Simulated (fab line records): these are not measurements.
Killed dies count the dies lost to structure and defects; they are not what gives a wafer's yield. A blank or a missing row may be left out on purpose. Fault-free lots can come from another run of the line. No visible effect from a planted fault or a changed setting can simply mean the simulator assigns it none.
8D (eight disciplines) problem report, filled in by code -- flow n5_finfet -- the parts of the form that need people (team, actions taken, sign-off) are left out

1. THE ISSUE
At N5_PASSIVATION_PROBE_49, sort_bin_4_leakage averages 91.83 % over 9 wafers from 3 lots, while fault-free wafers read 0.00 %, standard deviation 0.007. That is +99 or more standard deviations from the usual mean.
First observed at day 13 13:02: wafer L957.1, on prober-02. Wafers with a number at this step in the record: 21, from 7 lots. Rule for "out" (also "out of limits"): further than 4 standard deviations from the usual mean. The other wafers with a number count as sound.

2. WHAT THIS IS AND IS NOT
question,is,is not
which readings at this step,"sort_bin_4_leakage, defect_limited_yield, killed_at_M4_up, killed_dies, killed_on_rim, sort_n_pass, sort_yield_pct","killed_at_M0_to_M3, killed_at_contacts, killed_at_front_end, killed_open, killed_short, sort_bin_5_function, sort_bin_6_memory"
which lots,"L957, L958, L959","L953, L965, L972, L975"
which wafers of those lots,all that have a number,-
read on which tools,"prober-01, prober-02",-
when,from day 13 13:02,"up to then (3 sound wafers); but 9 sound wafers of L965, L972, L975 came after"

3. WHAT RULES OUT EACH SUSPECT
Counting: any tool at a process step up to the reading is kept as a suspect provided that every lot that is out went through it and no sound lot did after the first of them.
- ald_metal-04 at N5_BEOL_M11_ALD_74 (deposits TaN, target thk 2 nm, pulse time 2 s, purge time 3 s): ruled out as a lasting fault. The sound lots L965, L972 went through it after L957, its earliest lot that is out (day 11 22:20).
Left after counting: nothing in the record.

4. THE CAUSE (what the simulator had put in)
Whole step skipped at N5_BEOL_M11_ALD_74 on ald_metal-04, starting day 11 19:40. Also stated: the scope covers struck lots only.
Counting ruled it out, wrongly: the rule takes a fault to strike every lot that its tool runs from its start on, and this one did not.

5. THE CHAIN OF EFFECTS, in route order
Each row: a reading where the mean over the struck wafers with a number is more than 3 standard deviations away from the usual. Only readings for which the record gives a usual standard deviation are gone through. hours: the time from each lot's start at the first step in this table that gives one to its start at this step, as a median over the lots. sigmas: the change in usual standard deviations.
hours,step,reading,usual,on struck wafers,change,sigmas
0,N5_BEOL_M11_CMP_52,barrier_field_endpoint_s,29.1 s,26.6,-2.5,-3.3
38,N5_PASSIVATION_PROBE_49,defect_limited_yield,91.3 %,0.0,-91.3,-70
38,N5_PASSIVATION_PROBE_49,killed_at_M4_up,15,1097,+1082,+99 or more
38,N5_PASSIVATION_PROBE_49,killed_dies,102,1180,+1078,+72
38,N5_PASSIVATION_PROBE_49,killed_on_rim,13,152,+139,+38
38,N5_PASSIVATION_PROBE_49,sort_bin_4_leakage,0.00 %,91.83,+91.83,+99 or more
38,N5_PASSIVATION_PROBE_49,sort_n_pass,1078,0,-1078,-72
38,N5_PASSIVATION_PROBE_49,sort_yield_pct,91.3 %,0.0,-91.3,-70
It contains these process steps:
- N5_BEOL_M11_CMP_52: polishes, stops on SiCOH lowk, t overpolish 7 s, target thk 140 nm.
- N5_PASSIVATION_PROBE_49
Readings that are blank on the struck wafers while sound wafers have them: chamber_pressure_Torr at N5_BEOL_M11_ALD_74; heater_power_outer_w at N5_BEOL_M11_ALD_74; heater_power_w at N5_BEOL_M11_ALD_74.

6. HOW IT WOULD HAVE BEEN CAUGHT EARLIER
41 hours passed between the start of the fault at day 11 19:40 and the first reading out of limits in this record, taken at day 13 13:02.
At N5_BEOL_M11_ALD_74 the tool's readings are blank on the struck wafers, where sound wafers have them: an empty tool record is the first sign, and it was there at once.
